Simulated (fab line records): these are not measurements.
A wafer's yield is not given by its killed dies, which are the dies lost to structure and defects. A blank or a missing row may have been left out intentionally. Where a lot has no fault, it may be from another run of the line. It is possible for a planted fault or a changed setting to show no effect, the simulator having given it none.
A lot that was struck, set against a sound lot | flow n5 finfet | 34 steps out of a route of 1938
Sound: these wafers, L378.2, L378.4, L378.6. The struck wafers were L382.2, L382.3, L382.6. The cause comes at the end.
For every step that has rows: the tool of each side, followed by ch and its chambers, followed by its first start. Under that, the readings that differ: sound wafers | struck wafers | difference of the means | sigmas: that difference in standard deviations of wafers without a fault.
alike: same words and numbers on both sides, and readings whose means sit less than 2 such deviations apart. not compared: any withheld reading, any reading some wafer has no value for, any bound like >300 that may hide the same value, and any number with overlapping values for which the record gives no deviation.
Wherever a step has rows on one side only, a row that says differs or no value, or a row with sigmas, the two part there. Numbers that have no deviation but don't overlap get no sigmas and don't part them. A reading that every wafer of one side lacks parts them only if that side has two wafers or more.

first, 10 steps without rows for these wafers: N5_BEOL_M9_STRIP_36 (strips in N2/H2); N5_BEOL_M9_TRENCH_ETCH_37 (etches SiCOH lowk in C4F6/O2, target depth 151.43 nm, time 49 s); N5_BEOL_M9_ETCH_41 (etches SiCN in CH3F/O2, target depth 36.6 nm, time 70.1 s); N5_BEOL_M9_STRIP_80 (strips in N2/H2, time 10 s); N5_BEOL_M9_HM_STRIP_39 (strips TiN in peroxide tin strip, target depth 25 nm, time 158 s); N5_BEOL_M9_SRD_40 (time 30 s); N5_BEOL_M9_PRECLEAN_42 (cleans in residue remover, time 60 s); N5_BEOL_M9_SRD_43 (time 30 s); N5_BEOL_M9_CURE_72 (cures SiCOH lowk, time 120 s); N5_BEOL_M9_DEGAS_44 (time 60 s).
N5_BEOL_M9_PRE_CLEAN_45: time 30 s.
  sound: pvd sputter-01 at day 11 10:56; struck: pvd sputter-01 at day 12 18:46
  alike: heater power w
then, 22 steps without rows for these wafers: N5_BEOL_M9_ALD_74 (deposits TaN, target thk 2 nm, pulse time 2 s, purge time 3 s); N5_BEOL_M9_SURFACE_TREAT_79; N5_BEOL_M9_CVD_78 (deposits Co from CCTBA/H2, target thk 2 nm, time 138.9 s); N5_BEOL_M9_SPUTTER_48 (material Cu, target thk 12 nm, time 2 s); N5_BEOL_M9_ECD_50 (material Cu, target thk 318 nm); N5_BEOL_M9_ANNEAL_51 (time 90 s); N5_BEOL_M9_CMP_52 (polishes, stops on SiCOH lowk, t overpolish 7 s, target thk 140 nm); N5_BEOL_M9_PRE_CLEAN_55 (time 15 s); N5_BEOL_M9_DEP_56 (deposits SiCN from 3MS/NH3, target thk 15 nm, time 26.5 s); N5_BEOL_M10_ILD_DEP_00 (deposits SiCOH lowk from DEMS/porogen, target thk 308.51 nm, time 58 s); N5_BEOL_M10_CURE_71 (cures SiCOH lowk, time 240 s); N5_BEOL_M10_PECVD_70 (deposits SiO2 from TEOS/O2, target thk 20 nm, time 22.7 s); N5_BEOL_M10_HM_DEP_02 (deposits TiN, target thk 20 nm); N5_BEOL_M10_COAT_59 (time 60 s, resist thk 100 nm); N5_BEOL_M10_COAT_60 (time 60 s, resist thk 30 nm); N5_BEOL_M10_COAT_05 (resist thk 90 nm); N5_BEOL_M10_EBR_07; N5_BEOL_M10_SOFTBAKE_06 (time 60 s); N5_BEOL_M10_EXPOSE_08 (exposes mask M10); N5_BEOL_M10_PEB_09 (peb time 60 s); N5_BEOL_M10_DEVELOP_10 (develop time 30 s); N5_BEOL_M10_DESCUM_16 (chemistry O2, time 7.9 s).
-- record jumps: 2 days separate the struck wafers' starts on either side; left off in module BEOL_M10, taken up again in module PASSIVATION, whose first shown step is the route's number 1936 --
N5_PASSIVATION_PROBE_49:
  record: rows for the struck wafers here (prober-02, day 15 02:40), none for the sound ones

WHERE THEY PART
Within this record, at N5_PASSIVATION_PROBE_49 only.

WHY: whatever the simulator had introduced
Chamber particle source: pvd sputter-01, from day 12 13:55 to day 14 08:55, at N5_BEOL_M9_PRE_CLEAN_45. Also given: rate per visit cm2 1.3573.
